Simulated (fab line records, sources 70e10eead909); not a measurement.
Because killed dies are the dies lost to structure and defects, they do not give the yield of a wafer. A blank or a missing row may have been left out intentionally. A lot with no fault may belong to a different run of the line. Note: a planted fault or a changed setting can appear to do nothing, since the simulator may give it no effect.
fab line records	flow nandHarc
record lots=6	wafers=18	lastDay=33
route steps=1302 shown A_ONON_D1@428
lots untouched by any fault: they come from a run of this same line in which no faults occurred
startH: hours from the record's first day to the start of the lot's first wafer shown	waitH: hours since the lot's step before	" unchanged from the row above	L1.1+2: a single row standing in for several wafers	- no value present, or no start provided	* or withheld: withheld	< > ~ a bound
route shown NAME@n: names a module that has steps shown in the file, with the first one's number in the route	usual: mean/standard deviation of fault-free wafers	same: alike in all rows	chamber/n: place in a boat	sites: per-site readings	_std_site: standard deviation across them	_edge_site: the outer-site mean with the inner-site mean subtracted	radiusMm: how far each site lies from the wafer's centre	mask NAME#n: copy n	behind: the tool/chamber that last shaped the wafer	hold: why the lot was held/for how many hours/how that ended	device: transistor that didn't switch, given as n, p or np	end of line: the tests these same wafers got at the end of their route	a step without rows: its recipe alone	killed: not the wafer's yield, but the dies lost to structure and defects at the first sort	map: dies across one wafer; x = killed, . = not, _ = none there
set.NAME: the setting as run; set.NAME@STEP: as run at that earlier step	model.NAME: the simulator's own value behind a step, which no gauge read
a table for each step, a row for each wafer; lots at some steps of the route
services: from which hour (startH, from the record's first day; less than 0 if before it) a tool's chamber was out of use, for how many hours, and why
## steps
# step NHARC_A_ONON_D1_DEP_06
# recipe targetThkA=10000	n2FlowSccm=2750	n2oFlowSccm=2000	nh3FlowSccm=500	sih4FlowSccm=210	tempC=400
# step NHARC_A_ONON_D1_THK_MEAS_08
# recipe thkMeasGauge=ellipsometry
# usual thkNm=999/9.9
lot.wafer	tool	chamber	startH	waitH	thkNm
L236.1	filmMetro-02	-	216.53	-	1014
L236.2	"	-	"	"	1013
L236.4	"	-	"	"	1011
L239.3	filmMetro-01	-	245.65	-	1000
L239.4	"	-	"	"	995
L239.5	"	-	"	"	999
L248.1	filmMetro-01	-	348.99	-	1017
L248.4	"	-	"	"	1016
L248.5	"	-	"	"	1017
L250.1	filmMetro-01	-	354.07	-	1012
L250.4	"	-	"	"	1009
L250.6	"	-	"	"	1009
L252.1	filmMetro-02	-	364.65	-	998
L252.2	"	-	"	"	995
L252.4	"	-	"	"	996
L254.1	filmMetro-02	-	389.19	-	998
L254.5	"	-	"	"	995
L254.6	"	-	"	"	997
# step NHARC_A_ONON_D1_DEP_09
# recipe targetThkA=10000	n2FlowSccm=2750	n2oFlowSccm=2000	nh3FlowSccm=500	sih4FlowSccm=210	tempC=400
# step NHARC_A_ONON_D1_THK_MEAS_11
# recipe thkMeasGauge=ellipsometry
# usual thkNm=997/11
lot.wafer	tool	chamber	startH	waitH	thkNm
L236.1	filmMetro-02	-	217.10	-	1000
L236.2	"	-	"	"	1000
L236.4	"	-	"	"	996
L239.3	filmMetro-02	-	246.22	-	1006
L239.4	"	-	"	"	1006
L239.5	"	-	"	"	1007
L248.1	filmMetro-01	-	349.55	-	987
L248.4	"	-	"	"	985
L248.5	"	-	"	"	987
L250.1	filmMetro-01	-	354.64	-	995
L250.4	"	-	"	"	995
L250.6	"	-	"	"	994
L252.1	filmMetro-01	-	365.22	-	993
L252.2	"	-	"	"	994
L252.4	"	-	"	"	994
L254.1	filmMetro-02	-	389.75	-	993
L254.5	"	-	"	"	994
L254.6	"	-	"	"	993
# step NHARC_A_ONON_D1_DEP_12
# recipe targetThkA=10000	n2FlowSccm=2750	n2oFlowSccm=2000	nh3FlowSccm=500	sih4FlowSccm=210	tempC=400
# step NHARC_A_ONON_D1_THK_MEAS_14
# recipe thkMeasGauge=ellipsometry
# usual thkNm=1002/10
lot.wafer	tool	chamber	startH	waitH	thkNm
L236.1	filmMetro-02	-	217.67	-	999
L236.2	"	-	"	"	999
L236.4	"	-	"	"	999
L239.3	filmMetro-01	-	246.79	-	1006
L239.4	"	-	"	"	1007
L239.5	"	-	"	"	1005
L248.1	filmMetro-02	-	350.12	-	1001
L248.4	"	-	"	"	1002
L248.5	"	-	"	"	1002
L250.1	filmMetro-01	-	355.20	-	1010
L250.4	"	-	"	"	1009
L250.6	"	-	"	"	1010
L252.1	filmMetro-01	-	365.78	-	994
L252.2	"	-	"	"	996
L252.4	"	-	"	"	995
L254.1	filmMetro-01	-	390.32	-	1015
L254.5	"	-	"	"	1014
L254.6	"	-	"	"	1015
# step NHARC_A_ONON_D1_ANNEAL_15
# recipe tempC=750	timeS=3600
# step NHARC_A_ONON_D1_DEP_16
# recipe targetThkA=10000	n2FlowSccm=2750	n2oFlowSccm=2000	nh3FlowSccm=500	sih4FlowSccm=210	tempC=400
# step NHARC_A_ONON_D1_THK_MEAS_18
# recipe thkMeasGauge=ellipsometry
# usual thkNm=1000/10
lot.wafer	tool	chamber	startH	waitH	thkNm
L236.1	filmMetro-01	-	228.19	-	1010
L236.2	"	-	"	"	1012
L236.4	"	-	"	"	1010
L239.3	filmMetro-02	-	255.57	-	979
L239.4	"	-	"	"	981
L239.5	"	-	"	"	981
L248.1	filmMetro-01	-	355.90	-	984
L248.4	"	-	"	"	984
L248.5	"	-	"	"	982
L250.1	filmMetro-01	-	363.01	-	993
L250.4	"	-	"	"	992
L250.6	"	-	"	"	993
L252.1	filmMetro-01	-	375.30	-	1014
L252.2	"	-	"	"	1012
L252.4	"	-	"	"	1015
L254.1	filmMetro-01	-	398.12	-	996
L254.5	"	-	"	"	996
L254.6	"	-	"	"	996
# step NHARC_A_ONON_D1_DEP_19
# recipe targetThkA=10000	n2FlowSccm=2750	n2oFlowSccm=2000	nh3FlowSccm=500	sih4FlowSccm=210	tempC=400
# step NHARC_A_ONON_D1_THK_MEAS_21
# recipe thkMeasGauge=ellipsometry
# usual thkNm=999/10
lot.wafer	tool	chamber	startH	waitH	thkNm
L236.1	filmMetro-01	-	228.75	-	997
L236.2	"	-	"	"	996
L236.4	"	-	"	"	996
L239.3	filmMetro-02	-	256.17	-	986
L239.4	"	-	"	"	987
L239.5	"	-	"	"	985
L248.1	filmMetro-01	-	356.46	-	992
L248.4	"	-	"	"	994
L248.5	"	-	"	"	995
L250.1	filmMetro-01	-	363.57	-	984
L250.4	"	-	"	"	981
L250.6	"	-	"	"	982
L252.1	filmMetro-01	-	375.88	-	983
L252.2	"	-	"	"	982
L252.4	"	-	"	"	984
L254.1	filmMetro-02	-	398.68	-	1008
L254.5	"	-	"	"	1009
L254.6	"	-	"	"	1010
# step NHARC_A_ONON_D1_DEP_22
# recipe targetThkA=10000	n2FlowSccm=2750	n2oFlowSccm=2000	nh3FlowSccm=500	sih4FlowSccm=210	tempC=400
# usual n2FlowSccm=2750/7.3	nh3FlowSccm=500.2/1.5	sih4FlowSccm=209.9/0.6
lot.wafer	tool	chamber	startH	waitH	n2FlowSccm	nh3FlowSccm	sih4FlowSccm
L236.1	pecvdOnon-04	0	228.81	0.1	2751	500.8	209.1
L236.2	"	0	"	"	2764	497.2	209.3
L236.4	"	0	"	"	2750	500.9	210.1
L239.3	pecvdOnon-04	0	256.34	0.2	2752	501.5	209.1
L239.4	"	0	"	"	2758	503.0	209.0
L239.5	"	0	"	"	2755	501.3	209.0
L248.1	pecvdOnon-01	0	356.52	0.1	2754	498.1	210.0
L248.4	"	0	"	"	2754	497.9	209.6
L248.5	"	0	"	"	2747	500.5	210.4
L250.1	pecvdOnon-01	0	363.63	0.1	2750	501.1	209.6
L250.4	"	0	"	"	2743	501.6	209.4
L250.6	"	0	"	"	2747	499.0	209.1
L252.1	pecvdOnon-04	0	375.93	0.1	2738	497.7	210.4
L252.2	"	0	"	"	2747	496.1	210.0
L252.4	"	0	"	"	2731	497.9	210.4
L254.1	pecvdOnon-01	0	398.73	0.1	2742	500.6	209.2
L254.5	"	0	"	"	2743	500.4	209.4
L254.6	"	0	"	"	2742	503.2	209.3
# step NHARC_A_ONON_D1_THK_MEAS_24
# recipe thkMeasGauge=ellipsometry
# usual thkNm=996/10
lot.wafer	tool	chamber	startH	waitH	thkNm
L236.1	filmMetro-01	-	229.32	-	983
L236.2	"	-	"	"	1135
L236.4	"	-	"	"	983
L239.3	filmMetro-02	-	256.73	-	1000
L239.4	"	-	"	"	1002
L239.5	"	-	"	"	1154
L248.1	filmMetro-02	-	357.03	-	995
L248.4	"	-	"	"	996
L248.5	"	-	"	"	995
L250.1	filmMetro-02	-	364.14	-	1008
L250.4	"	-	"	"	1006
L250.6	"	-	"	"	1005
L252.1	filmMetro-01	-	376.44	-	1012
L252.2	"	-	"	"	1010
L252.4	"	-	"	"	1011
L254.1	filmMetro-01	-	399.24	-	1006
L254.5	"	-	"	"	1007
L254.6	"	-	"	"	1007
# step NHARC_A_ONON_D1_DEP_25
# recipe targetThkA=10000	n2FlowSccm=2750	n2oFlowSccm=2000	nh3FlowSccm=500	sih4FlowSccm=210	tempC=400
## services
tool	chamber	startH	hours	kind
pecvdOnon-01	-	269.25	13.0	pm
pecvdOnon-04	-	311.24	13.0	pm
## key
firstSign step=NHARC_A_ONON_D1_THK_MEAS_24	reading=thkNm	direction=up	sigmas=14	usual=996	struck=1145
effect none on later readings
metAt NHARC_A_ONON_D1_DEP_22
struckWafers L236.2,L239.5
sortLeftOut L236.2,L239.5
testerLeftOut L236,L239
fault kind=processParameterDrift	tool=pecvdOnon-04	chamber=-	onsetH=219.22	steps=NHARC_A_ONON_D1_DEP_22	channel=targetThkA	offset=*	shape=step	endH=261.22	scope=struckWafersOnly	actsIn=*	stated=*
# testerLeftOut: of these lots the tester's yield and bins aren't shown, on N5 and GAA mostly nor the transistor test; their killed dies are dies lost to structure and defects alone, not to doping, threshold or leakage, so they don't give the yield
# sortLeftOut: the simulated sort isn't trusted on such a fault, so these wafers' sort isn't shown, and their yield isn't known
